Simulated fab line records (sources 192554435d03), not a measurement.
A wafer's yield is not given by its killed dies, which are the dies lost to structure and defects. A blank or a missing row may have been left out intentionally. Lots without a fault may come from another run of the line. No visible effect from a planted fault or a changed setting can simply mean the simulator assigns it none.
Which tool is to blame?	flow n5-finfet	Sampling: 9 lots, 25 wafers, 5 of 1938 route steps

== WHAT THE GAUGES SHOWED, per wafer ==
N5_BEOL_M4_RC_MEAS_101. Usual: CJ_P 5.81, standard deviation 0.16; DIBL_N 37.2 mV/V, standard deviation 1.9; DIBL_P 37.3 mV/V, standard deviation 2.2; IOFF_N 0.18 nA/um, standard deviation 0.038; IOFF_P 0.22 nA/um, standard deviation 0.039; IOFF_P_85C 3.8 nA/um, standard deviation 0.58; IOFF_P_LIN 0.102 nA/um, standard deviation 0.014; IOFF_P_LONG 0.000103 nA/um, standard deviation 9.5e-06; ION_N 678 uA/um, standard deviation 11; ION_P 462 uA/um, standard deviation 6.9; REXT_P 100.5 ohm.um, standard deviation 2.9; SS_N 71.8 mV/dec, standard deviation 0.68; SS_P 73.5 mV/dec, standard deviation 0.65; VT_N 249 mV, standard deviation 3.4; VT_P -250 mV, standard deviation 3.2; VT_P_LVT -99 mV, standard deviation 3.
lot	measured	on	CJ_P	DIBL_N (mV/V)	DIBL_P (mV/V)	IOFF_N (nA/um)	IOFF_P (nA/um)	IOFF_P_85C (nA/um)	IOFF_P_LIN (nA/um)	IOFF_P_LONG (nA/um)	ION_N (uA/um)	ION_P (uA/um)	REXT_P (ohm.um)	SS_N (mV/dec)	SS_P (mV/dec)	VT_N (mV)	VT_P (mV)	VT_P_LVT (mV)	flag
L444	day 8 20:13	prober-02	5.72 5.66 5.76	39.3 40.1 41.2	37.7 37.9 40.2	0.19 0.23 0.24	0.21 0.22 0.25	3.6 3.8 4.2	0.095 0.099 0.108	9.4e-05 9.4e-05 9.4e-05	668 678 681	450 459 461	96.7 98.3 98.4	71.0 72.0 72.1	73.9 74.3 74.2	248 244 244	-252 -250 -254	-101 -99 -98	
L454	day 11 11:19	prober-01	5.88 5.77	37.4 37.2	37.8 36.9	0.18 0.17	0.20 0.18	3.4 3.2	0.090 0.084	8.9e-05 8.6e-05	682 677	457 448	97.5 98.2	72.3 72.1	73.8 73.4	249 251	-253 -255	-103 -104	
L456	day 12 00:20	prober-01	4.06 4.75 4.49	40.5 38.5 37.3	28.0 26.4 24.0	0.22 0.19 0.15	0.04 0.04 0.03	0.9 0.8 0.7	0.024 0.022 0.019	8.1e-05 8.5e-05 8.1e-05	682 686 665	293 296 292	294.8 289.6 292.7	72.9 70.8 70.8	71.8 71.7 70.8	247 245 253	-289 -290 -293	-137 -138 -139	OFF
L457	day 11 19:28	prober-01	4.67 4.73 4.65	36.9 38.3 36.3	24.2 26.9 24.1	0.15 0.19 0.15	0.03 0.04 0.03	0.7 0.8 0.7	0.019 0.022 0.019	7.8e-05 7.8e-05 7.8e-05	676 684 675	290 292 287	293.3 289.2 291.3	71.7 71.8 71.7	71.0 72.0 71.8	250 248 251	-291 -291 -292	-142 -138 -140	OFF
L458	day 12 03:13	prober-01	4.44 4.42 4.60	34.7 35.3 36.2	25.8 26.6 27.2	0.16 0.17 0.19	0.03 0.03 0.03	0.7 0.7 0.8	0.019 0.019 0.020	7.5e-05 7.3e-05 7.4e-05	681 684 682	286 287 289	297.6 298.3 296.1	71.6 71.5 71.5	71.4 71.5 71.8	251 246 251	-294 -295 -291	-142 -141 -140	OFF
L460	day 12 17:10	prober-01	5.83 5.77	41.3 36.6	41.9 35.3	0.26 0.16	0.31 0.20	5.0 3.4	0.128 0.095	0.000102 0.000104	689 687	467 473	102.8 102.4	73.0 70.9	75.0 74.0	244 247	-247 -249	-94 -99	
L461	day 13 03:50	prober-01	5.84 5.81 5.58	37.6 37.7 37.3	35.7 35.5 36.3	0.16 0.17 0.16	0.21 0.21 0.24	3.7 3.6 4.0	0.101 0.100 0.108	0.000112 0.000109 0.000109	677 670 677	463 457 464	99.8 100.3 97.2	71.9 72.4 72.1	73.2 73.9 73.7	249 247 248	-249 -250 -250	-99 -99 -98	
L463	day 13 12:39	prober-02	5.80 5.93 5.95	36.7 37.6 36.4	38.0 39.6 37.7	0.19 0.22 0.18	0.22 0.26 0.22	3.7 4.3 3.7	0.101 0.116 0.103	0.000103 0.000106 0.000108	684 690 685	462 462 462	106.7 104.3 104.5	71.4 72.2 72.3	73.8 73.6 73.1	247 247 248	-250 -249 -250	-102 -99 -101	
L465	day 13 22:26	prober-02	5.88 6.02 5.80	35.6 33.3 37.0	36.9 32.9 37.7	0.16 0.11 0.18	0.19 0.15 0.22	3.4 2.7 3.8	0.093 0.077 0.102	0.000101 0.000105 0.0001	669 655 678	460 453 459	100.9 100.0 99.5	71.8 71.8 72.6	73.2 73.2 73.6	251 257 248	-253 -255 -250	-99 -103 -98	

== EACH LOT AND THE TOOL THAT RAN IT (in order: tool; ch and the chambers of the sampled wafers; start) ==
lot	N5_SD_EPI_N_LINER_46	N5_SD_EPI_P_ETCH_36	N5_SD_EPI_P_STRIP_40	N5_SD_EPI_P_VAPOR_ETCH_44
L444	ald-sin-04 ch 0,2, day 3 17:56	rie-diel-06 ch 0,1, day 3 18:43	plasma-asher-02 ch 1, day 3 19:31	epi-rpcvd-02 ch 0, day 3 19:51
L454	ald-sin-01 ch 0,1, day 6 09:37	rie-diel-06 ch 0,1, day 6 10:22	plasma-asher-01 ch 0,1, day 6 11:10	epi-rpcvd-03 ch 0, day 6 11:41
L456	ald-sin-03 ch 0,1,2, day 6 15:28	rie-diel-06 ch 0,1,2, day 6 16:07	plasma-asher-02 ch 0,1, day 6 16:54	epi-rpcvd-03, day 6 17:14
L457	ald-sin-01 ch 1,2, day 6 22:00	rie-diel-05 ch 0,1, day 6 22:47	plasma-asher-01 ch 0,1, day 6 23:37	epi-rpcvd-03, day 6 23:59
L458	ald-sin-04 ch 0,1, day 7 04:03	rie-diel-05 ch 0,2,3, day 7 04:50	plasma-asher-02 ch 0,1, day 7 05:37	epi-rpcvd-02, day 7 05:58
L460	ald-sin-03 ch 2, day 7 17:30	rie-diel-06 ch 2,3, day 7 18:16	plasma-asher-01 ch 1, day 7 19:04	epi-rpcvd-03 ch 0, day 7 19:26
L461	ald-sin-03 ch 0,1,3, day 7 20:44	rie-diel-01 ch 0,1,3, day 7 21:38	plasma-asher-01 ch 0,1, day 7 22:25	epi-rpcvd-02 ch 0, day 7 22:46
L463	ald-sin-04 ch 0,1,3, day 8 10:53	rie-diel-05 ch 0,1,2, day 8 11:40	plasma-asher-01 ch 0,1, day 8 12:29	epi-rpcvd-03 ch 0, day 8 12:52
L465	ald-sin-01 ch 2,3, day 8 23:13	rie-diel-01 ch 1,2, day 9 00:14	plasma-asher-02 ch 0,1, day 9 01:02	epi-rpcvd-03 ch 0, day 9 01:26
- N5_SD_EPI_N_LINER_46: material SiNx, target thk 3 nm.
- N5_SD_EPI_P_ETCH_36: etches SiARC in CF4, target depth 45.5 nm, time 75.8 s.
- N5_SD_EPI_P_STRIP_40: strips in N2/H2.
- N5_SD_EPI_P_VAPOR_ETCH_44: etches SiGe30 in NF3/Ar, time 3.3 s.

== AS READ BY THE TOOLS THEMSELVES (means over the sampled wafers that have a number; for cases with no such wafer, the mark the record gives instead) ==
N5_SD_EPI_N_LINER_46. Usual: 864 W for heater-power-w, sd 130.
lot	tool	heater-power-w (W)	flag
L444	ald-sin-04	1010	
L454	ald-sin-01	927	
L456	ald-sin-03	876	
L457	ald-sin-01	854	
L458	ald-sin-04	1020	
L460	ald-sin-03	838	
L461	ald-sin-03	825	
L463	ald-sin-04	892	
L465	ald-sin-01	825	

N5_SD_EPI_P_ETCH_36. Usual: bias-w 36.00 W, standard deviation 0.12; cf4-flow-sccm 100.01 sccm, standard deviation 0.29; drypump-motor-current-A 5.7 A, standard deviation 0.5; etch-rf-on-time-s 76.5 s, standard deviation 1.5; oes-product-au 0.65 a.u., standard deviation 0.039; rf-vpp-V 183.9 V, standard deviation 1.1; showerhead-plenum-p-Torr 2.14 Torr, standard deviation 0.064; throttle-valve-pct 15.73 %, standard deviation 0.24.
lot	tool	bias-w (W)	cf4-flow-sccm (sccm)	drypump-motor-current-A (A)	etch-rf-on-time-s (s)	oes-product-au (a.u.)	rf-vpp-V (V)	showerhead-plenum-p-Torr (Torr)	throttle-valve-pct (%)	flag
L444	rie-diel-06	35.91	99.99	5.6	75.6	0.67	184.6	2.18	15.67	
L454	rie-diel-06	35.98	99.99	5.7	76.8	0.66	184.2	2.19	15.61	
L456	rie-diel-06	36.07	100.13	5.9	76.4	0.65	185.8	2.20	15.72	
L457	rie-diel-05	35.85	99.99	5.4	77.2	0.63	184.1	2.12	15.89	
L458	rie-diel-05	35.95	99.82	5.6	75.6	0.66	183.8	2.12	15.69	
L460	rie-diel-06	35.88	99.98	5.9	76.7	0.60	183.1	2.13	15.85	
L461	rie-diel-01	35.98	100.01	5.8	77.5	0.65	184.1	2.12	15.72	
L463	rie-diel-05	36.05	100.07	5.8	76.0	0.64	184.1	2.12	15.87	
L465	rie-diel-01	35.94	99.73	6.1	76.8	0.68	182.4	2.07	15.64	

N5_SD_EPI_P_STRIP_40. Usual: drypump-motor-current-A 5.5 A, standard deviation 0.56; heater-power-w 323 W, standard deviation 20; n2-flow-sccm 1751 sccm, standard deviation 5.2; oes-product-au 0.762 a.u., standard deviation 0.012.
lot	tool	drypump-motor-current-A (A)	heater-power-w (W)	n2-flow-sccm (sccm)	oes-product-au (a.u.)	flag
L444	plasma-asher-02	5.2	317	1753	0.758	
L454	plasma-asher-01	5.9	340	1756	0.768	
L456	plasma-asher-02	5.1	307	1750	0.759	
L457	plasma-asher-01	5.7	346	1759	0.771	
L458	plasma-asher-02	5.0	306	1754	0.779	
L460	plasma-asher-01	6.4	316	1748	0.757	
L461	plasma-asher-01	5.7	341	1750	0.762	
L463	plasma-asher-01	6.1	328	1743	0.769	
L465	plasma-asher-02	5.1	310	1755	0.761	

N5_SD_EPI_P_VAPOR_ETCH_44. Usual: 25.03 C for susceptor-temp-C, sd 0.1.
lot	tool	susceptor-temp-C (C)	flag
L444	epi-rpcvd-02	24.99	
L454	epi-rpcvd-03	25.12	
L456	epi-rpcvd-03	-	OFF
L457	epi-rpcvd-03	-	OFF
L458	epi-rpcvd-02	-	OFF
L460	epi-rpcvd-03	25.02	
L461	epi-rpcvd-02	25.02	
L463	epi-rpcvd-03	24.82	
L465	epi-rpcvd-03	24.91	

== THE ANSWER, worked out from the rows above alone ==
Rule: a lot is off if the mean of its wafers that have a number lies more than 3 standard deviations from the usual mean. Also off: a lot with no number at a reading for which 4 or more lots have one. All remaining lots with rows at the step are treated as sound. Order of review: gauges by route order, followed by the tools' own readings, for which a lot's mean as printed above is used. The first step at which some lot is off is used, and at that step the reading that is off furthest; a lot without a number counts as furthest.
Off: at N5_BEOL_M4_RC_MEAS_101 (REXT_P), L456, L457, L458.
If a tool, at a process step before that reading, ran all the lots that are off and no sound lot after the first of them, it fits. The gauges at N5_BEOL_M4_RC_MEAS_101 aren't tried: what is off there is off at N5_SD_EPI_P_VAPOR_ETCH_44 too, on other tools, and a gauge's error can't cause that. Not one of the candidates tried fits.

== WHAT HAD BEEN PUT IN BY THE SIMULATOR ==
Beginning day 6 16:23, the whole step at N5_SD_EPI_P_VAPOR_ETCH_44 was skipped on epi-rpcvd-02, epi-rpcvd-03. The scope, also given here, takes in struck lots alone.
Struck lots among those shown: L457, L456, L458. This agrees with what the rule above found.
